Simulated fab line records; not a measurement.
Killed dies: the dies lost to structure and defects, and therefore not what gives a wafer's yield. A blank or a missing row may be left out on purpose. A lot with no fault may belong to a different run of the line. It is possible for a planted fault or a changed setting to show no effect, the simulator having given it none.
fab line records ; flow n5_finfet
record: lots: 10; wafers: 25; last_day: 16
route steps=1938 shown FIN_SAQP@126 FIN_CUT@163 PASSIVATION@1936
lots that met no fault: from a run of the same line without faults
start_h: start of the lot's first displayed wafer, in hours after the record's first day ; wait_h: hours since the lot's step before ; " the same as in the row above ; L1.1+2: a row that stands for several wafers ; - value missing, or start not given ; * or withheld: withheld ; < > ~ a bound
route shown NAME@n: NAME is a module with steps in the file, n the number in the route of the first one ; usual: the fault-free wafers' mean and standard deviation ; same: alike in all rows ; chamber/n: place in a boat ; sites: per-site readings ; _std_site: the standard deviation of these ; _edge_site: outer sites' mean less inner sites' ; radius_mm: how far each site lies from the wafer's centre ; mask NAME#n: copy n ; behind: the last tool/chamber to shape the wafer ; hold: cause of the lot's hold/its duration in hours/its outcome ; device: transistor that didn't switch, given as n, p or np ; end of line: the tests these same wafers got at the end of their route ; a step with no rows: only its recipe ; killed: count of dies lost to structure and defects at first sort (not the wafer's yield) ; map: a wafer's dies, x killed, . not, _ none there
set.NAME: the setting that was run; set.NAME@STEP: the one run at that earlier step ; model.NAME: the simulator's own value behind a step, which no gauge read
the route's steps for a sample of lots (tables are steps, rows are wafers)
services: a tool's chamber out of use, with start hour (start_h, from the record's first day; less than 0 if before it), hours out, and reason
== steps ==
step: N5_FIN_SAQP_SPACER1_ETCHBACK_25
recipe: chemistry: CHF3/O2; mode: anisotropic_etchback; target: SiO2; target_depth_a: 244; time_s: 12.2; pressure_mtorr: 30; source_w: 650; bias_w: 170; Ar_flow_sccm: 200; CHF3_flow_sccm: 50; O2_flow_sccm: 5; ion_energy_ev: 200
usual: drypump_motor_current_A: 5.7/0.49; oes_product_au: 0.82/0.098; rf_fwd_power_W: 645.5/2.2; rf_vpp_V: 524/17; showerhead_plenum_p_Torr: 2.41/0.059; throttle_valve_pct: 19.00/0.22
lot.wafer;tool;chamber;start_h;wait_h;drypump_motor_current_A;oes_product_au;rf_fwd_power_W;rf_hours_counter_h;rf_vpp_V;showerhead_plenum_p_Torr;throttle_valve_pct
L845.4;rie_diel-01;0;29.46;0.4;6.3;0.83;644.5;88;538;2.46;18.93
L845.5;rie_diel-01;0;29.46;0.4;6.3;0.83;643.7;-;539;2.46;18.94
L845.6;rie_diel-01;1;29.46;0.4;5.7;0.71;645.2;-;532;2.40;19.46
L847.3;rie_diel-04;0;42.61;0.4;5.9;0.82;647.8;79;507;2.33;18.68
L847.6;rie_diel-04;2;42.61;0.4;5.4;0.69;643.4;-;536;2.39;19.10
L848.2;rie_diel-05;2;48.32;0.4;6.7;0.74;648.8;138;511;2.38;19.14
L848.3;rie_diel-05;0;48.32;0.4;5.1;0.96;646.0;13;524;2.39;18.81
L850.3;rie_diel-01;1;59.86;0.4;5.8;0.71;647.4;184;529;2.39;19.48
L850.5;rie_diel-01;1;59.86;0.4;5.8;0.71;646.2;-;532;2.39;19.49
L854.2;rie_diel-01;3;84.20;0.5;6.0;0.85;646.0;63;537;2.47;19.12
L854.3;rie_diel-01;2;84.20;0.5;5.3;0.80;647.9;102;491;2.54;19.02
L854.6;rie_diel-01;2;84.20;0.5;5.3;0.79;648.7;-;492;2.54;19.00
L855.2;rie_diel-04;1;90.79;0.4;5.4;0.92;644.7;20;491;2.48;18.97
L855.5;rie_diel-04;3;90.79;0.4;6.0;0.68;644.2;-;541;2.38;19.04
L856.2;rie_diel-05;2;96.80;0.4;6.7;0.73;642.6;151;511;2.38;19.17
L856.3;rie_diel-05;0;96.80;0.4;5.1;0.90;644.7;30;525;2.39;18.83
L856.6;rie_diel-05;2;96.80;0.4;6.7;0.73;646.2;-;512;2.38;19.17
L858.1;rie_diel-01;0;107.66;0.4;6.3;0.81;644.6;116;539;2.45;18.97
L858.5;rie_diel-01;1;107.66;0.4;5.7;0.70;644.7;-;533;2.39;19.51
L858.6;rie_diel-01;0;107.66;0.4;6.3;0.81;644.2;-;539;2.45;18.98
L861.2;rie_diel-05;3;126.18;0.4;5.0;0.98;645.3;4;519;2.39;18.81
L861.6;rie_diel-05;0;126.18;0.4;5.1;0.88;647.1;-;525;2.38;18.87
L863.2;rie_diel-05;2;137.38;0.4;6.7;0.71;647.0;169;510;2.37;19.21
L863.3;rie_diel-05;3;137.38;0.4;4.9;0.97;647.2;9;521;2.39;18.83
L863.4;rie_diel-05;1;137.38;0.4;5.8;0.89;646.5;37;540;2.36;18.84
step: N5_FIN_SAQP_ETCH_69
recipe: chemistry: N2/H2; target: SOC; target_depth_a: 1500; stop_on: SiNx; ion_energy_ev: 100; bias_w: 61; pressure_mtorr: 30; source_w: 850; n2_flow_sccm: 200; h2_flow_sccm: 200
usual: drypump_motor_current_A: 5.7/0.5; oes_product_au: 0.82/0.1; rf_fwd_power_W: 844/3.1; rf_vpp_V: 240.4/1; showerhead_plenum_p_Torr: 2.53/0.057; throttle_valve_pct: 17.9/0.32
lot.wafer;tool;chamber;start_h;wait_h;drypump_motor_current_A;oes_product_au;rf_fwd_power_W;rf_hours_counter_h;rf_vpp_V;showerhead_plenum_p_Torr;throttle_valve_pct
L845.4;rie_diel-05;3;30.57;-;5.0;0.68;843;224;240.2;2.51;18.0
L845.5;rie_diel-05;0;30.57;-;5.1;0.97;848;-;239.5;2.49;17.6
L845.6;rie_diel-05;1;30.57;-;5.8;0.68;844;-;239.8;2.47;17.9
L847.3;rie_diel-01;2;43.53;-;5.3;0.79;845;88;243.0;2.68;17.9
L847.6;rie_diel-01;0;43.53;-;6.3;0.83;836;-;241.3;2.60;17.9
L848.2;rie_diel-05;1;49.23;-;5.8;0.99;849;0;240.2;2.47;17.5
L848.3;rie_diel-05;0;49.23;-;5.1;0.93;848;13;240.1;2.49;17.6
L850.3;rie_diel-05;3;60.86;-;5.0;0.67;842;236;239.4;2.50;18.0
L850.5;rie_diel-05;0;60.86;-;5.1;0.93;842;-;240.3;2.49;17.6
L854.2;rie_diel-04;0;85.32;-;5.9;0.80;838;93;239.8;2.49;17.9
L854.3;rie_diel-04;2;85.32;-;5.4;0.68;844;245;240.9;2.53;18.2
L854.6;rie_diel-04;2;85.32;-;5.4;0.69;846;-;240.5;2.53;18.2
L855.2;rie_diel-05;0;91.74;-;5.1;0.90;845;28;239.8;2.49;17.7
L855.5;rie_diel-05;1;91.74;-;5.8;0.91;842;-;240.6;2.46;17.5
L856.2;rie_diel-01;3;97.77;-;6.0;0.83;839;68;240.6;2.57;17.8
L856.3;rie_diel-01;2;97.77;-;5.3;0.78;848;107;241.8;2.67;17.9
L856.6;rie_diel-01;1;97.77;-;5.8;0.69;843;-;240.8;2.53;18.6
L858.1;rie_diel-01;3;108.64;-;6.0;0.83;842;72;240.6;2.57;17.8
L858.5;rie_diel-01;3;108.64;-;6.0;0.82;846;-;240.3;2.57;17.8
L858.6;rie_diel-01;2;108.64;-;5.3;0.77;847;-;240.9;2.67;17.9
L861.2;rie_diel-05;0;127.10;-;5.1;0.87;847;44;239.6;2.48;17.7
L861.6;rie_diel-05;1;127.10;-;5.8;0.87;846;-;242.0;2.45;17.5
L863.2;rie_diel-05;3;138.30;-;5.0;0.95;848;9;240.4;2.49;17.6
L863.3;rie_diel-05;1;138.30;-;5.8;0.87;846;37;240.1;2.45;17.5
L863.4;rie_diel-05;0;138.30;-;5.1;0.86;846;49;239.5;2.48;17.7
step: N5_FIN_SAQP_HM_OPEN_33
recipe: chemistry: CH3F/O2; target: SiNx; mask_material: SiO2; target_depth_a: 494; time_s: 70.6; pressure_mtorr: 30; source_w: 395; bias_w: 73; Ar_flow_sccm: 150; CH3F_flow_sccm: 30; O2_flow_sccm: 20; ion_energy_ev: 120; ends: cleared
usual: drypump_motor_current_A: 5.7/0.52; etch_rf_on_time_s: 70.3/2.4; oes_product_au: 0.69/0.087; rf_fwd_power_W: 390.5/1.8; rf_vpp_V: 297/8.9; showerhead_plenum_p_Torr: 2.00/0.048; throttle_valve_pct: 16.46/0.24
lot.wafer;tool;chamber;start_h;wait_h;drypump_motor_current_A;etch_rf_on_time_s;oes_product_au;rf_fwd_power_W;rf_hours_counter_h;rf_vpp_V;showerhead_plenum_p_Torr;throttle_valve_pct
L845.4;rie_diel-05;0;31.50;0.1;5.1;66.5;0.84;389.8;-;299;1.99;16.20
L845.5;rie_diel-05;2;31.50;0.1;6.7;74.6;0.64;391.9;-;289;1.99;16.62
L845.6;rie_diel-05;3;31.50;0.1;5.0;75.5;0.59;390.8;-;294;1.99;16.62
L847.3;rie_diel-01;0;44.66;0.3;6.3;66.5;0.72;390.1;93;305;2.04;16.35
L847.6;rie_diel-01;3;44.66;0.3;6.0;71.9;0.74;389.9;-;305;2.05;16.43
L848.2;rie_diel-05;3;50.38;0.3;5.0;72.9;0.59;389.8;233;295;1.99;16.65
L848.3;rie_diel-05;2;50.38;0.3;6.7;71.6;0.63;391.2;138;292;1.98;16.63
L850.3;rie_diel-04;2;61.73;0.0;5.4;69.2;0.60;391.2;237;303;1.98;16.56
L850.5;rie_diel-04;1;61.73;0.0;5.5;68.3;0.81;389.7;-;280;2.07;16.37
L854.2;rie_diel-05;1;86.34;0.0;5.8;67.7;0.80;390.7;14;307;1.97;16.24
L854.3;rie_diel-05;0;86.34;0.0;5.1;69.4;0.78;389.6;26;296;1.98;16.23
L854.6;rie_diel-05;3;86.34;0.0;5.0;74.1;0.58;392.2;-;295;1.98;16.67
L855.2;rie_diel-05;2;92.66;0.0;6.7;73.6;0.62;392.3;150;289;1.98;16.65
L855.5;rie_diel-05;0;92.66;0.0;5.1;68.6;0.78;392.6;-;299;1.98;16.23
L856.2;rie_diel-01;2;98.84;0.2;5.3;70.4;0.67;391.7;108;279;2.12;16.51
L856.3;rie_diel-01;1;98.84;0.2;5.7;71.4;0.60;392.6;196;302;1.98;16.93
L856.6;rie_diel-01;0;98.84;0.2;6.3;72.4;0.69;389.3;-;306;2.03;16.38
L858.1;rie_diel-01;0;109.51;0.0;6.3;66.9;0.69;387.0;116;306;2.03;16.41
L858.5;rie_diel-01;0;109.51;0.0;6.3;69.2;0.69;386.9;-;306;2.03;16.40
L858.6;rie_diel-01;1;109.51;0.0;5.7;71.8;0.60;391.1;-;300;1.98;16.93
L861.2;rie_diel-01;2;128.04;0.0;5.3;68.6;0.67;389.8;118;282;2.12;16.55
L861.6;rie_diel-01;1;128.04;0.0;5.7;73.7;0.59;392.7;-;302;1.98;16.95
L863.2;rie_diel-05;3;139.18;0.0;4.9;67.1;0.83;388.4;9;294;1.98;16.19
L863.3;rie_diel-05;0;139.18;0.0;5.1;68.4;0.75;391.2;49;299;1.97;16.28
L863.4;rie_diel-05;1;139.18;0.0;5.8;66.6;0.76;387.4;37;306;1.96;16.27
step: N5_FIN_SAQP_INSPECT_40
recipe: inspect_instrument: brightfield; mode: aei
usual: raw_defect_count: 242/65
lot.wafer;tool;chamber;start_h;wait_h;raw_defect_count
L845.4;defect_inspect-01;-;32.01;0.0;262
L845.5;defect_inspect-01;-;32.01;0.0;242
L845.6;defect_inspect-01;-;32.01;0.0;300
L847.3;defect_inspect-02;-;45.20;0.0;246
L847.6;defect_inspect-02;-;45.20;0.0;288
L848.2;defect_inspect-02;-;50.91;0.0;201
L848.3;defect_inspect-02;-;50.91;0.0;311
L850.3;defect_inspect-02;-;62.27;0.0;277
L850.5;defect_inspect-02;-;62.27;0.0;270
L854.2;defect_inspect-02;-;86.88;0.0;579
L854.3;defect_inspect-02;-;86.88;0.0;588
L854.6;defect_inspect-02;-;86.88;0.0;598
L855.2;defect_inspect-01;-;93.19;0.0;141
L855.5;defect_inspect-01;-;93.19;0.0;362
L856.2;defect_inspect-01;-;99.38;0.0;254
L856.3;defect_inspect-01;-;99.38;0.0;186
L856.6;defect_inspect-01;-;99.38;0.0;310
L858.1;defect_inspect-01;-;110.05;0.0;574
L858.5;defect_inspect-01;-;110.05;0.0;662
L858.6;defect_inspect-01;-;110.05;0.0;616
L861.2;defect_inspect-01;-;128.57;0.0;237
L861.6;defect_inspect-01;-;128.57;0.0;295
L863.2;defect_inspect-02;-;139.72;0.0;244
L863.3;defect_inspect-02;-;139.72;0.0;295
L863.4;defect_inspect-02;-;139.72;0.0;252
step: N5_FIN_CUT_CD_MEAS_08
recipe: target_cd_nm: 29.1; landing_energy_ev: 500; detector: se_inlens; polarity: opening
usual: cd_nm: 29.02/0.26
lot.wafer;tool;chamber;start_h;wait_h;cd_nm
L845.4;cd_sem-01;0;32.31;-;28.98
L845.5;cd_sem-01;0;32.31;-;28.74
L845.6;cd_sem-01;0;32.31;-;28.62
L847.3;cd_sem-02;0;45.50;-;29.10
L847.6;cd_sem-02;0;45.50;-;29.14
L848.2;cd_sem-03;0;51.21;-;28.92
L848.3;cd_sem-03;0;51.21;-;29.23
L850.3;cd_sem-01;0;62.57;-;28.74
L850.5;cd_sem-01;0;62.57;-;28.80
L854.2;cd_sem-02;0;87.18;-;29.17
L854.3;cd_sem-02;0;87.18;-;28.93
L854.6;cd_sem-02;0;87.18;-;29.22
L855.2;cd_sem-03;0;93.62;-;28.73
L855.5;cd_sem-03;0;93.62;-;28.89
L856.2;cd_sem-01;0;99.69;-;28.97
L856.3;cd_sem-01;0;99.69;-;29.05
L856.6;cd_sem-01;0;99.69;-;29.05
L858.1;cd_sem-03;0;110.35;-;28.97
L858.5;cd_sem-03;0;110.35;-;29.13
L858.6;cd_sem-03;0;110.35;-;28.88
L861.2;cd_sem-02;0;128.88;-;29.49
L861.6;cd_sem-02;0;128.88;-;29.52
L863.2;cd_sem-01;0;140.15;-;29.22
L863.3;cd_sem-01;0;140.15;-;29.07
L863.4;cd_sem-01;0;140.15;-;28.58
step: N5_FIN_CUT_INSPECT_10
recipe: mode: adi; inspect_instrument: brightfield
usual: raw_defect_count: 43/10
lot.wafer;tool;chamber;start_h;wait_h;raw_defect_count
L845.4;defect_inspect-01;-;32.40;0.0;43
L845.5;defect_inspect-01;-;32.40;0.0;45
L845.6;defect_inspect-01;-;32.40;0.0;44
L847.3;defect_inspect-01;-;45.59;0.0;55
L847.6;defect_inspect-01;-;45.59;0.0;36
L848.2;defect_inspect-02;-;51.30;0.0;39
L848.3;defect_inspect-02;-;51.30;0.0;52
L850.3;defect_inspect-01;-;62.66;0.0;49
L850.5;defect_inspect-01;-;62.66;0.0;50
L854.2;defect_inspect-02;-;87.28;0.1;393
L854.3;defect_inspect-02;-;87.28;0.1;366
L854.6;defect_inspect-02;-;87.28;0.1;370
L855.2;defect_inspect-01;-;93.71;0.0;27
L855.5;defect_inspect-01;-;93.71;0.0;68
L856.2;defect_inspect-02;-;99.78;0.0;55
L856.3;defect_inspect-02;-;99.78;0.0;36
L856.6;defect_inspect-02;-;99.78;0.0;48
L858.1;defect_inspect-01;-;110.44;0.1;395
L858.5;defect_inspect-01;-;110.44;0.1;423
L858.6;defect_inspect-01;-;110.44;0.1;429
L861.2;defect_inspect-01;-;128.96;0.0;37
L861.6;defect_inspect-01;-;128.96;0.0;54
L863.2;defect_inspect-02;-;140.24;0.0;34
L863.3;defect_inspect-02;-;140.24;0.0;47
L863.4;defect_inspect-02;-;140.24;0.0;38
step: N5_FIN_CUT_INSPECT_17
recipe: inspect_instrument: brightfield; mode: aei
usual: raw_defect_count: 244/65
lot.wafer;tool;chamber;start_h;wait_h;raw_defect_count
L845.4;defect_inspect-02;-;33.34;0.0;247
L845.5;defect_inspect-02;-;33.34;0.0;238
L845.6;defect_inspect-02;-;33.34;0.0;298
L847.3;defect_inspect-02;-;46.53;0.0;265
L847.6;defect_inspect-02;-;46.53;0.0;270
L848.2;defect_inspect-01;-;52.38;0.0;228
L848.3;defect_inspect-01;-;52.38;0.0;317
L850.3;defect_inspect-02;-;63.61;0.0;273
L850.5;defect_inspect-02;-;63.61;0.0;261
L854.2;defect_inspect-01;-;88.23;0.0;596
L854.3;defect_inspect-01;-;88.23;0.0;582
L854.6;defect_inspect-01;-;88.23;0.0;585
L855.2;defect_inspect-02;-;94.66;0.0;136
L855.5;defect_inspect-02;-;94.66;0.0;372
L856.2;defect_inspect-01;-;100.73;0.0;257
L856.3;defect_inspect-01;-;100.73;0.0;183
L856.6;defect_inspect-01;-;100.73;0.0;322
L858.1;defect_inspect-01;-;111.38;0.0;592
L858.5;defect_inspect-01;-;111.38;0.0;671
L858.6;defect_inspect-01;-;111.38;0.0;607
L861.2;defect_inspect-01;-;129.97;0.0;243
L861.6;defect_inspect-01;-;129.97;0.0;293
L863.2;defect_inspect-01;-;141.18;0.0;257
L863.3;defect_inspect-01;-;141.18;0.0;299
L863.4;defect_inspect-01;-;141.18;0.0;275
step: N5_PASSIVATION_PROBE_49
usual: killed_at_M0_to_M3: 32/9.3; killed_at_M4_up: 14/4.9; killed_at_contacts: 15/7.5; killed_at_front_end: 40/11; killed_at_other: 4/3.3; killed_dies: 104/17; killed_on_rim: 13/4.2; killed_open: 68/14; killed_short: 33/7.9
same: gross_dies: 1180; killed_at_back_side: 0
lot.wafer;tool;chamber;start_h;wait_h;killed_at_M0_to_M3;killed_at_M4_up;killed_at_contacts;killed_at_front_end;killed_at_other;killed_dies;killed_on_rim;killed_open;killed_short
L845.4;prober-01;-;272.95;0.2;18;25;20;26;7;96;10;67;29
L845.5;prober-01;-;273.00;0.2;34;16;13;27;1;91;11;64;27
L845.6;prober-01;-;273.05;0.3;26;11;7;27;1;72;7;54;17
L848.2;prober-02;-;285.11;0.1;37;12;7;54;5;115;13;67;45
L848.3;prober-02;-;285.16;0.1;41;12;23;45;3;124;18;84;33
L847.3;prober-02;-;287.91;0.1;48;9;34;17;2;110;15;69;41
L847.6;prober-02;-;288.06;0.3;29;13;14;36;2;94;12;57;37
L850.3;prober-01;-;292.64;0.1;25;13;9;59;4;110;16;68;37
L850.5;prober-01;-;292.74;0.2;32;14;19;34;12;111;14;75;32
L854.2;prober-02;-;319.84;0.1;43;15;20;99;18;195;32;76;38
L854.3;prober-02;-;319.89;0.1;41;12;20;63;3;139;29;55;51
L854.6;prober-02;-;320.04;0.3;33;13;22;56;6;130;27;64;33
L856.2;prober-01;-;324.11;0.1;28;12;9;50;3;102;14;58;40
L856.3;prober-01;-;324.16;0.1;22;10;11;39;1;83;11;61;20
L856.6;prober-01;-;324.31;0.3;35;16;7;44;1;103;11;64;31
L855.2;prober-02;-;324.91;0.1;34;22;14;27;5;102;11;56;44
L855.5;prober-02;-;325.06;0.2;34;12;25;46;7;124;14;79;38
L858.1;prober-01;-;356.32;0.0;38;7;5;120;5;175;27;51;31
L858.5;prober-01;-;356.52;0.2;29;13;8;137;0;187;9;46;31
L858.6;prober-01;-;356.57;0.3;55;17;7;128;4;211;29;73;41
L861.2;prober-01;-;365.91;0.1;31;9;16;31;11;98;15;64;25
L861.6;prober-01;-;366.11;0.3;32;15;20;52;2;121;11;83;37
L863.2;prober-02;-;374.98;0.1;25;6;17;47;3;98;9;77;21
L863.3;prober-02;-;375.03;0.1;23;13;1;43;2;82;8;58;21
L863.4;prober-02;-;375.08;0.2;24;9;6;54;2;95;9;70;21
killed by level:class
L845.4 MOL_CONTACT_COAG:geometric_particle:open=18 BEOL_M4:geometric_particle:open=12 STI_FIN_REVEAL:geometric_particle:open=8 BEOL_M0_SAQP:geometric_particle:short=6 BEOL_M5:geometric_particle:open=6 BEOL_M0_SAQP:geometric_particle:open=4 STARTING-WAFER:geometric_particle:short=4 BEOL_M0:geometric_particle:open=3
L845.5 BEOL_M1:geometric_particle:open=10 MOL_CONTACT_COAG:geometric_particle:open=9 FIN_SAQP:geometric_particle:open=6 STI_FIN_REVEAL:geometric_particle:open=6 BEOL_M0:geometric_particle:open=6 BEOL_M0_SAQP:geometric_particle:open=5 BEOL_M4:geometric_particle:open=5 MOL_CONTACT_COAG:geometric_particle:short=4
L845.6 BEOL_M1:geometric_particle:open=10 STI_FIN_REVEAL:geometric_particle:open=9 MOL_CONTACT_COAG:geometric_particle:open=7 BEOL_M0_SAQP:geometric_particle:open=7 FIN_SAQP:geometric_particle:open=4 BEOL_M5:geometric_particle:open=4 STARTING-WAFER:geometric_particle:short=3 FIN_SAQP:geometric_particle:short=2
L848.2 FIN_SAQP:geometric_particle:short=13 FIN_SAQP:geometric_particle:open=12 BEOL_M0:geometric_particle:open=7 BEOL_M1:geometric_particle:open=7 STI_FIN_REVEAL:geometric_particle:open=6 MOL_CONTACT_COAG:geometric_particle:open=5 GATE_CUT:geometric_particle:open=4 BEOL_M0_SAQP:geometric_particle:open=4
L848.3 GATE_CUT:geometric_particle:short=12 MOL_CONTACT_COAG:geometric_particle:open=12 BEOL_M0:geometric_particle:open=12 BEOL_M1:geometric_particle:open=11 FIN_SAQP:geometric_particle:open=8 BEOL_M2:geometric_particle:open=8 BEOL_M3:geometric_particle:open=6 MOL_CONTACT_COAG:geometric_particle:short=6
L847.3 MOL_CONTACT_COAG:geometric_particle:open=29 BEOL_M0_SAQP:geometric_particle:open=16 BEOL_M0_SAQP:geometric_particle:short=15 MOL_CONTACT_COAG:geometric_particle:short=5 FIN_SAQP:geometric_particle:short=4 BEOL_M1:geometric_particle:short=4 BEOL_M2:geometric_particle:open=4 FIN_SAQP:geometric_particle:open=3
L847.6 MOL_CONTACT_COAG:geometric_particle:open=13 FIN_SAQP:geometric_particle:open=8 BEOL_M1:geometric_particle:short=8 GATE_CUT:geometric_particle:short=6 BEOL_M0_SAQP:geometric_particle:open=6 GATE_CUT:geometric_particle:open=5 BEOL_M2:geometric_particle:open=5 STARTING-WAFER:geometric_particle:short=5
L850.3 FIN_SAQP:geometric_particle:short=16 FIN_SAQP:geometric_particle:open=11 BEOL_M3:geometric_particle:open=11 BEOL_M4:geometric_particle:open=9 STI_FIN_REVEAL:geometric_particle:open=8 MOL_CONTACT_COAG:geometric_particle:open=7 BEOL_M2:geometric_particle:open=6 STARTING-WAFER:geometric_particle:open=5
L850.5 MOL_CONTACT_COAG:geometric_particle:open=14 FIN_SAQP:geometric_particle:open=8 BEOL_M3:geometric_particle:open=7 BEOL_M2:geometric_particle:open=7 FIN_SAQP:geometric_particle:short=6 STI_FIN_REVEAL:geometric_particle:open=5 BEOL_M0_SAQP:geometric_particle:short=5 MOL_CONTACT_COAG:geometric_particle:short=5
L854.2 FIN_SAQP:unspecified=78 BEOL_M3:geometric_particle:open=15 MOL_CONTACT_COAG:geometric_particle:open=12 BEOL_M0_SAQP:geometric_particle:open=10 MOL_CONTACT_COAG:geometric_particle:short=8 PASS1_DEP:geometric_particle:open=5 GATE_CUT:geometric_particle:open=5 BEOL_M3:geometric_particle:short=5
L854.3 FIN_SAQP:unspecified=32 MOL_CONTACT_COAG:geometric_particle:short=15 BEOL_M3:geometric_particle:open=10 FIN_SAQP:geometric_particle:short=9 BEOL_M3:geometric_particle:short=9 BEOL_M1:geometric_particle:open=7 FIN_SAQP:geometric_particle:open=6 DUMMY_GATE:geometric_particle:open=5
L854.6 FIN_SAQP:unspecified=32 MOL_CONTACT_COAG:geometric_particle:open=17 BEOL_M3:geometric_particle:open=15 BEOL_M4:geometric_particle:open=7 FIN_SAQP:geometric_particle:short=6 FIN_SAQP:geometric_particle:open=5 GATE_CUT:geometric_particle:short=5 MOL_CONTACT_COAG:geometric_particle:short=5
L856.2 FIN_SAQP:geometric_particle:short=19 BEOL_M0_SAQP:geometric_particle:open=11 MOL_CONTACT_COAG:geometric_particle:open=9 FIN_SAQP:geometric_particle:open=6 GATE_CUT:geometric_particle:short=6 BEOL_M1:geometric_particle:open=5 BEOL_M5:geometric_particle:open=5 STARTING-WAFER:geometric_particle:open=5
L856.3 FIN_SAQP:geometric_particle:open=13 FIN_SAQP:geometric_particle:short=10 MOL_CONTACT_COAG:geometric_particle:open=10 BEOL_M2:geometric_particle:open=8 BEOL_M3:geometric_particle:open=6 GATE_CUT:geometric_particle:open=5 BEOL_M1:geometric_particle:open=4 DUMMY_GATE:geometric_particle:open=3
L856.6 BEOL_M0_SAQP:geometric_particle:open=10 BEOL_M0_SAQP:geometric_particle:short=9 FIN_SAQP:geometric_particle:open=8 BEOL_M4:geometric_particle:open=8 HKMG_FIN:area_etch=7 DUMMY_GATE:geometric_particle:open=6 MOL_CONTACT_COAG:geometric_particle:open=6 BEOL_M2:geometric_particle:open=6
L855.2 BEOL_M0_SAQP:geometric_particle:short=11 BEOL_M4:geometric_particle:open=10 BEOL_M3:geometric_particle:open=8 MOL_CONTACT_COAG:geometric_particle:short=7 MOL_CONTACT_COAG:geometric_particle:open=7 FIN_SAQP:geometric_particle:open=5 FIN_SAQP:geometric_particle:short=5 BEOL_M0_SAQP:geometric_particle:open=5
L855.5 MOL_CONTACT_COAG:geometric_particle:open=23 FIN_SAQP:geometric_particle:open=12 FIN_SAQP:geometric_particle:short=12 BEOL_M0_SAQP:geometric_particle:open=6 BEOL_M3:geometric_particle:open=6 BEOL_M2:geometric_particle:open=6 BEOL_M1:geometric_particle:open=5 BEOL_M1:geometric_particle:short=5
L858.1 FIN_SAQP:unspecified=89 BEOL_M1:geometric_particle:open=14 FIN_SAQP:geometric_particle:short=8 BEOL_M2:geometric_particle:open=6 MOL_CONTACT_COAG:geometric_particle:open=4 BEOL_M3:geometric_particle:open=4 STARTING-WAFER:geometric_particle:short=4 DUMMY_GATE:geometric_particle:open=3
L858.5 FIN_SAQP:unspecified=108 BEOL_M0_SAQP:geometric_particle:short=8 STI_FIN_REVEAL:geometric_particle:open=7 MOL_CONTACT_COAG:geometric_particle:open=7 BEOL_M1:geometric_particle:open=7 BEOL_M0_SAQP:geometric_particle:open=6 FIN_SAQP:geometric_particle:short=5 BEOL_M2:geometric_particle:open=5
L858.6 FIN_SAQP:unspecified=94 BEOL_M0_SAQP:geometric_particle:short=15 BEOL_M0_SAQP:geometric_particle:open=10 BEOL_M1:geometric_particle:open=10 BEOL_M4:geometric_particle:open=10 FIN_SAQP:geometric_particle:short=7 STI_FIN_REVEAL:geometric_particle:open=7 BEOL_M3:geometric_particle:open=7
L861.2 MOL_CONTACT_COAG:geometric_particle:open=11 PASSIVATION:area_etch=9 BEOL_M3:geometric_particle:open=8 STI_FIN_REVEAL:geometric_particle:open=6 MOL_CONTACT_COAG:geometric_particle:short=5 BEOL_M0_SAQP:geometric_particle:open=5 BEOL_M1:geometric_particle:open=5 DUMMY_GATE:geometric_particle:open=4
L861.6 MOL_CONTACT_COAG:geometric_particle:open=15 STI_FIN_REVEAL:geometric_particle:open=14 BEOL_M3:geometric_particle:open=11 FIN_SAQP:geometric_particle:open=8 BEOL_M0_SAQP:geometric_particle:open=7 GATE_CUT:geometric_particle:short=6 DUMMY_GATE:geometric_particle:open=6 BEOL_M0_SAQP:geometric_particle:short=6
L863.2 FIN_SAQP:geometric_particle:open=13 STI_FIN_REVEAL:geometric_particle:open=12 MOL_CONTACT_COAG:geometric_particle:open=10 MOL_CONTACT_COAG:geometric_particle:short=7 DUMMY_GATE:geometric_particle:open=7 BEOL_M2:geometric_particle:open=6 BEOL_M1:geometric_particle:open=5 BEOL_M3:geometric_particle:open=4
L863.3 FIN_SAQP:geometric_particle:open=10 DUMMY_GATE:geometric_particle:open=6 BEOL_M1:geometric_particle:open=5 STI_FIN_REVEAL:geometric_particle:open=4 DUMMY_GATE:geometric_particle:short=4 GATE_CUT:geometric_particle:short=4 BEOL_M0_SAQP:geometric_particle:open=4 BEOL_M4:geometric_particle:open=4
L863.4 FIN_SAQP:geometric_particle:open=12 DUMMY_GATE:geometric_particle:open=10 STI_FIN_REVEAL:geometric_particle:open=8 BEOL_M3:geometric_particle:open=8 MOL_CONTACT_COAG:geometric_particle:open=6 FIN_SAQP:geometric_particle:short=4 GATE_CUT:geometric_particle:open=4 BEOL_M1:geometric_particle:open=4
== services ==
tool;chamber;start_h;hours;kind
rie_diel-04;1;9.62;-;clean
rie_diel-04;1;9.62;-;consumable_replace:focus_ring
rie_diel-04;1;9.62;23.0;scheduled_down
rie_diel-04;1;9.62;23.0;vent_cycle
rie_diel-05;1;30.71;-;clean
rie_diel-05;1;30.71;-;consumable_replace:focus_ring
rie_diel-05;1;30.71;18.3;scheduled_down
rie_diel-05;1;30.71;18.3;vent_cycle
rie_diel-05;-;34.46;0.1;repair
rie_diel-05;0;64.07;2.2;repair
rie_diel-04;0;87.45;6.6;repair
rie_diel-04;3;94.41;-;clean
rie_diel-04;3;94.41;-;consumable_replace:focus_ring
rie_diel-05;3;96.43;-;clean
rie_diel-05;3;96.43;-;consumable_replace:focus_ring
rie_diel-05;3;96.43;19.5;scheduled_down
rie_diel-05;3;96.43;19.5;vent_cycle
rie_diel-04;2;108.99;-;clean
rie_diel-04;2;108.99;-;consumable_replace:focus_ring
rie_diel-04;2;108.99;10.1;scheduled_down
rie_diel-04;2;108.99;10.1;vent_cycle
== key ==
first_sign: step: N5_FIN_SAQP_INSPECT_40; reading: raw_defect_count; direction: up; sigmas: 5.6; usual: 242; struck: 603
effect: step: N5_FIN_CUT_INSPECT_10; reading: raw_defect_count; direction: up; sigmas: 35; usual: 43; struck: 396
effect: step: N5_FIN_CUT_INSPECT_17; reading: raw_defect_count; direction: up; sigmas: 5.6; usual: 244; struck: 606
effect: step: N5_PASSIVATION_PROBE_49; reading: killed_at_front_end; direction: up; sigmas: 5.4; usual: 40; struck: 100
more_kills_born_at: N5_FIN_SAQP_SPACER1_ETCHBACK_25@rie_diel-01: 433
met_at N5_FIN_SAQP_SPACER1_ETCHBACK_25
struck_lots L854,L858
tester_left_out L854,L858
not_acting_at N5_FIN_SAQP_ETCH_69,N5_FIN_SAQP_HM_OPEN_33,N5_FIN_CUT_CD_MEAS_08
onset_between 59.86 84.20
fault: kind: chamber_particle_source; tool: rie_diel-01; chamber: -; onset_h: 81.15; steps: N5_FIN_SAQP_SPACER1_ETCHBACK_25; rate_per_visit_cm2: 0.54946; end_h: 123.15
tester_left_out: of these lots the tester's yield and bins aren't shown, on N5 and GAA mostly nor the transistor test; their killed dies are dies lost to structure and defects alone, not to doping, threshold or leakage, so they don't give the yield
